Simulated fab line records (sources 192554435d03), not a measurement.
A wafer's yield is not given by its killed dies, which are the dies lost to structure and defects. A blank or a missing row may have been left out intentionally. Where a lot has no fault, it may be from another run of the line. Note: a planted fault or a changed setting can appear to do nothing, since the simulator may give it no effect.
A lot that was struck, set against a sound lot	flow n5 finfet	35 steps out of a route of 1938
Sound: these wafers, L502.2, L502.4, L502.6. Wafers L514.1, L514.3, L514.6 were the ones struck. Last of all comes the cause.
For every step that has rows: the tool of each side, followed by ch and its chambers, followed by its first start. Under that, the readings that differ: sound wafers	struck wafers	difference of the means	sigmas: that difference in standard deviations of wafers without a fault.
alike: words and numbers the same on both sides, and readings whose means are apart by under 2 such deviations; not compared: readings that were withheld, readings missing a value for some wafer, numbers with overlapping values and no deviation given by the record, and bounds like >300 which may hide the same value.
A row with sigmas, a row that says differs or no value, or rows on one side alone: a step with any of these is where the two part. Numbers that have no deviation but don't overlap get no sigmas and don't part them. A reading that every wafer of one side lacks parts them only if that side has two wafers or more.

first, 9 steps without rows for these wafers: N5_BEOL_M10_COAT_64 (time 60 s, resist thk 30 nm); N5_BEOL_M10_COAT_22 (resist thk 90 nm); N5_BEOL_M10_EBR_24; N5_BEOL_M10_SOFTBAKE_23 (time 60 s); N5_BEOL_M10_EXPOSE_25 (exposes mask V9); N5_BEOL_M10_PEB_26 (peb time 60 s); N5_BEOL_M10_DEVELOP_27 (develop time 30 s); N5_BEOL_M10_DESCUM_33 (chemistry O2, time 7.9 s); N5_BEOL_M10_ETCH_65 (etches SiARC in CF4, target depth 39 nm, time 65 s).
N5_BEOL_M10_ETCH_66: etches SOC in N2/H2, target depth 120 nm, overetch 24 nm, time 180 s.
  sound on rie diel-06 ch 0,2,3, day 11 03:20; struck on rie diel-06 ch 1,2,3, day 13 04:52
  alike: chamber pressure mTorr, drypump motor current A, oes product au, rf vpp V, showerhead plenum p Torr, throttle valve pct
  not compared: rf hours counter h
then, 24 steps without rows for these wafers: N5_BEOL_M10_STRIP_69 (strips in N2/H2); N5_BEOL_M10_VIA_ETCH_34 (etches SiCOH lowk in C4F6/O2, target depth 184.5 nm, time 69.2 s); N5_BEOL_M10_STRIP_73 (strips in C4F6/O2); N5_BEOL_M10_STRIP_36 (strips in N2/H2); N5_BEOL_M10_TRENCH_ETCH_37 (etches SiCOH lowk in C4F6/O2, target depth 148.83 nm, time 48 s); N5_BEOL_M10_ETCH_41 (etches SiCN in CH3F/O2, target depth 42.6 nm, time 86 s); N5_BEOL_M10_STRIP_77 (strips in N2/H2, time 10 s); N5_BEOL_M10_HM_STRIP_39 (strips TiN in peroxide tin strip, target depth 25 nm, time 158 s); N5_BEOL_M10_SRD_40 (time 30 s); N5_BEOL_M10_PRECLEAN_42 (cleans in residue remover, time 60 s); N5_BEOL_M10_SRD_43 (time 30 s); N5_BEOL_M10_CURE_72 (cures SiCOH lowk, time 120 s); N5_BEOL_M10_DEGAS_44 (time 60 s); N5_BEOL_M10_PRE_CLEAN_45 (time 30 s); N5_BEOL_M10_ALD_74 (deposits TaN, target thk 2 nm, pulse time 2 s, purge time 3 s); N5_BEOL_M10_SURFACE_TREAT_76; N5_BEOL_M10_CVD_75 (deposits Co from CCTBA/H2, target thk 2 nm, time 138.9 s); N5_BEOL_M10_SPUTTER_48 (material Cu, target thk 12 nm, time 2 s); N5_BEOL_M10_ECD_50 (material Cu, target thk 318 nm); N5_BEOL_M10_ANNEAL_51 (time 90 s); N5_BEOL_M10_CMP_52 (polishes, stops on SiCOH lowk, t overpolish 7 s, target thk 140 nm); N5_BEOL_M10_PRE_CLEAN_55 (time 15 s); N5_BEOL_M10_DEP_56 (deposits SiCN from 3MS/NH3, target thk 15 nm, time 26.5 s); N5_BEOL_M11_ILD_DEP_00 (deposits SiCOH lowk from DEMS/porogen, target thk 308.51 nm, time 58 s).
-- here the record skips 2 days between the struck wafers' starts before and after, leaving off in module BEOL_M11 and picking up in module PASSIVATION (first step shown: number 1936 of the route) --
N5_PASSIVATION_PROBE_49:
  the record has rows for the struck wafers here (prober-01, day 15 05:41) and none for the sound ones

== WHERE THEY PART ==
At N5_PASSIVATION_PROBE_49 and nowhere else, as far as this record goes.

WHY: whatever the simulator had introduced
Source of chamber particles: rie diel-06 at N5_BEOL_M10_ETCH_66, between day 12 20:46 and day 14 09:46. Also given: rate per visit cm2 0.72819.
